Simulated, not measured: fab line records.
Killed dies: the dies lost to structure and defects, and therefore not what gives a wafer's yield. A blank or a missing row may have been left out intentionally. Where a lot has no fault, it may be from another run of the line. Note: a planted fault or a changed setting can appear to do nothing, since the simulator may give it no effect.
Chamber matching -- flow n5 finfet -- 4 sister chambers for N5_MOL_CONTACT_COAG_ETCHBACK_136 on rie diel-03
The step etches SiO2 in CHF3, target depth 25 nm, time 16.7 s. 4 wafers are shown with their chamber, then 11 later ones without.

== EACH WAFER AND ITS CHAMBER ==
wafer,chamber,showerhead plenum p Torr (Torr)
L085.2,0,2.35
L087.2,1,2.31
L087.6,2,2.46
L089.1,3,2.31

== WAFERS MISSING THEIR CHAMBER ==
wafer,showerhead plenum p Torr (Torr)
L089.2,2.30
L089.4,2.46
L093.2,2.30
L093.3,2.35
L093.6,2.45
L094.2,2.30
L094.3,2.30
L094.4,2.45
L096.1,2.30
L096.2,2.30
L096.5,2.30

== THE CHAMBER EACH PASSED THROUGH ==
wafer,from the rows above,in truth
L089.2,can't be placed: 1 or 3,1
L089.4,2,2
L093.2,can't be placed: 1 or 3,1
L093.3,0,0
L093.6,2,2
L094.2,can't be placed: 1 or 3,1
L094.3,can't be placed: 1 or 3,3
L094.4,2,2
L096.1,can't be placed: 1 or 3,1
L096.2,can't be placed: 1 or 3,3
L096.5,can't be placed: 1 or 3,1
Correctly placed: 4 of 11. Not placeable from these rows: 7 (in 7, the candidates include the true chamber). Placed wrongly: 0.
How it was worked out, from the rows above alone: a wafer's distance from a chamber is the root of the sum, over the readings, of the square of ((its reading less the chamber's mean) divided by the reading's scatter). If the next closest chamber is less than 2 further off than the closest, the wafer can't be placed; otherwise it belongs to the closest. For every chamber, the mean is computed from those of its wafers that are shown. The scatter: root of mean squared gap, hidden wafer to nearest shown wafer, with one shown wafer a chamber.
